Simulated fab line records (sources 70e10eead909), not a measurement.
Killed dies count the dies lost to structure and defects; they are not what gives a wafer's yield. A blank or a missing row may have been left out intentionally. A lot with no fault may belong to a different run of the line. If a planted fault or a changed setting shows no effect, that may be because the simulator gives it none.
A struck lot beside a sound one | flow nand_harc | 14 out of 1159 route steps
Sound: wafers L636.2, L636.3, L636.6. Struck: wafers L640.2, L640.3, L640.6. The cause is named last.
At each step with rows: each side's tool, then ch and its chambers, then its first start. Under that, the readings that differ: sound wafers | struck wafers | difference of the means | sigmas: that difference in standard deviations of wafers without a fault.
alike: readings with means less than 2 such deviations apart, plus words and numbers identical on both sides. not compared: withheld readings, readings lacking a value on some wafer, bounds such as >300 that could conceal the same value, and numbers that have no deviation in the record and whose values overlap.
Wherever a step has rows on one side only, a row that says differs or no value, or a row with sigmas, the two part there. Numbers that have no deviation but don't overlap get no sigmas and don't part them. A reading that every wafer of one side lacks parts them only if that side has two wafers or more.

NHARC_P_BONDPAD_CD_MEAS_09: the cd target is 500 nm.
  sound on cd_sem-02 ch 0, day 8 19:10; struck on cd_sem-02 ch 0, day 9 15:52
  alike: cd_nm
NHARC_P_BONDPAD_OVL_MEAS_38:
  struck on overlay-02, day 9 15:57; sound on overlay-01, day 8 19:15
  alike: overlay_x_nm, overlay_y_nm
then, 1 step without rows for these wafers: NHARC_P_BONDPAD_HARDBAKE_10 (time 65 s).
NHARC_P_BONDPAD_DESCUM_11: chemistry O2, time 3 s.
  sound on rie_diel-13 ch 0,1,3, day 8 19:23; struck on rie_diel-04 ch 1,2,3, day 9 16:05
  alike: drypump_motor_current_A, mfc_ar_sccm, oes_product_au, rf_vpp_V, showerhead_plenum_p_Torr, throttle_valve_pct
  not compared: rf_hours_counter_h
NHARC_P_BONDPAD_ETCH_37: etches the open film in N2/H2, target depth 60 nm, overetch 18 nm, time 65.91 s.
  sound on rie_diel-13 ch 0,1,3, day 8 19:28; struck on rie_diel-04 ch 1,2, day 9 16:10
  alike: drypump_motor_current_A, mfc_ar_sccm, oes_product_au, rf_vpp_V, showerhead_plenum_p_Torr, throttle_valve_pct
  not compared: rf_hours_counter_h
then, 1 step without rows for these wafers: NHARC_P_BONDPAD_ETCH_12 (etches the open film in CHF3/O2, target depth 200 nm, time 100 s).
NHARC_P_BONDPAD_CD_MEAS_13:
  struck on cd_sem-03, day 9 16:23; sound on cd_sem-02, day 8 19:41
  alike: cd_nm
NHARC_P_BONDPAD_STRIP_15: strips in O2.
  sound on rie_diel-13 ch 0,1,2, day 8 19:48; struck on rie_diel-13 ch 0,1,3, day 9 16:28
  alike: drypump_motor_current_A, mfc_ar_sccm, oes_product_au, rf_vpp_V, showerhead_plenum_p_Torr, throttle_valve_pct
  not compared: rf_hours_counter_h
then, 3 steps without rows for these wafers: NHARC_P_BONDPAD_ETCH_24 (etches the open film in CF4/N2, target depth 30 nm, time 72.99 s); NHARC_P_BONDPAD_STRIP_16 (strips in post etch residue remover, time 600 s); NHARC_P_BONDPAD_DEGAS_25 (time 60 s).
NHARC_P_BONDPAD_PRE_CLEAN_26: time 30 s.
  sound on pvd_sputter-02; struck on pvd_sputter-02
  alike: heater_power_w
NHARC_P_BONDPAD_PVD_17: deposits TaN, target thk 5 nm, time 8.06 s.
  struck on pvd_sputter-02, day 9 17:09; sound on pvd_sputter-02, day 8 20:27
  no value came back on the struck wafers for bias_v (V), cathode_dc_power_W (W), throttle_valve_pct (%); on the sound wafers bias_v (V) reads 172.7 168.9 169.1
NHARC_P_BONDPAD_PVD_27: deposits Cu, target thk 30 nm, time 20.49 s.
  sound on pvd_sputter-02; struck on pvd_sputter-02
  alike: cathode_dc_power_W, chamber_pressure_pa, throttle_valve_pct

== WHERE THEY PART ==
Only at NHARC_P_BONDPAD_PVD_17, within this record. Later steps at which nothing parts them and some readings are alike: NHARC_P_BONDPAD_PVD_27.

WHY: what the simulator had put in
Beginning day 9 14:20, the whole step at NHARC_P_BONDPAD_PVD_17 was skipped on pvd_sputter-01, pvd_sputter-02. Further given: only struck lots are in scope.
